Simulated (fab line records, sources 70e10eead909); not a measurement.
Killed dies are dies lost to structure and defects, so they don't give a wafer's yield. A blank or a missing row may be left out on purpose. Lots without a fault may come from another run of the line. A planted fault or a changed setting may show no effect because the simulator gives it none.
Problem report in the 8D (eight disciplines) form, filled by code | flow nand_harc | the parts of the form that need people (team, actions taken, sign-off) are left out

1. THE PROBLEM
cd_nm at NHARC_P_M2_CD_MEAS_09 reads a mean of 122.7 nm on 2 wafers of 2 lots; wafers without a fault read 170.1 nm with a standard deviation of 0.6. That is -79 standard deviations from the usual mean.
The step: target cd 170 nm.
First seen on wafer L878.3, day 11 03:48, on cd_sem-01. The record holds 42 wafers of 14 lots with a number at this step. Rule for "out", or "out of limits": more than 4 standard deviations from the usual mean. The other wafers with a number count as sound.

2. WHAT IT IS AND WHAT IT IS NOT
question                    | is                | is not
which readings at this step | cd_nm             | -
which lots                  | L878, L879        | L867, L871, L872, L873, L875, L876, L885, L886, L887, L888, L889, L890
which wafers of those lots  | L878.3, L879.2    | L878.5, L878.6, L879.1, L879.6
read on which gauges        | cd_sem-01         | cd_sem-02, cd_sem-03
when                        | from day 11 03:48 | up to then (20 sound wafers); but 20 sound wafers of L879, L885, L886, L887, L888, L889, L890 came after

3. SUSPECTS, AND WHAT RULES EACH OUT
Counting: a tool at a process step up to the reading stays a suspect if it ran every lot that is out. Sound lots after the first of them don't rule it out here, since some wafers of a struck lot are sound.
- the gauge at NHARC_P_M2_CD_MEAS_09: ruled out. All the wafers that are out were read on cd_sem-01, but those of them that NHARC_P_M2_PEB_07 has rows for are out there too, on other tools.
- pecvd-01 at NHARC_P_M1_PRE_CLEAN_32 (time 12 s): kept. It ran every lot that is out, first L878 (day 11 02:38); its last sound lot up to then is L875 (day 9 14:59).
- litho_track-04 at NHARC_P_M2_PEB_07 (peb time 65 s): kept. It ran every lot that is out, first L878 (day 11 03:43); its last sound lot up to then is L876 (day 10 02:48). Its own readings are out on those wafers: heater_power_total_W.
Left after counting: pecvd-01 at NHARC_P_M1_PRE_CLEAN_32, litho_track-04 at NHARC_P_M2_PEB_07.

4. THE CAUSE (what the simulator had put in)
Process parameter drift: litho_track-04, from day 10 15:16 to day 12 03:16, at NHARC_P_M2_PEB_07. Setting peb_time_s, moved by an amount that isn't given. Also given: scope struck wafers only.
Counting left 2 suspects, and this tool is among them.

5. THE CHAIN OF EFFECTS, in route order
Each row: a reading whose mean over the struck wafers that have a number lies more than 3 standard deviations from the usual. Only readings for which the record gives a usual standard deviation are gone through. hours: the time from each lot's start at the first step in this table that gives one to its start at this step, as a median over the lots. sigmas: the change in usual standard deviations.
hours | step                  | reading              | usual    | on struck wafers | change | sigmas
0     | NHARC_P_M2_PEB_07     | heater_power_total_W | 156.6 W  | 297.0            | +140.4 | +99 or more
0     | NHARC_P_M2_CD_MEAS_09 | cd_nm                | 170.1 nm | 122.7            | -47.4  | -79
The process steps in it:
- NHARC_P_M2_PEB_07: peb time 65 s.

6. WHAT WOULD HAVE CAUGHT IT SOONER
In this record the first reading out of limits at a measuring or inspecting step was taken at day 11 03:48, 13 hours after the fault began at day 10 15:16.
The tool's own readings at NHARC_P_M2_PEB_07 were out on every struck wafer that the step has a row for (heater_power_total_W): an alarm limit on them would have fired on the first of those.
Of the lots that are out (2), L879 began NHARC_P_M2_PEB_07 on litho_track-04 after day 11 03:48. A hold on the tool at that time would have spared it.
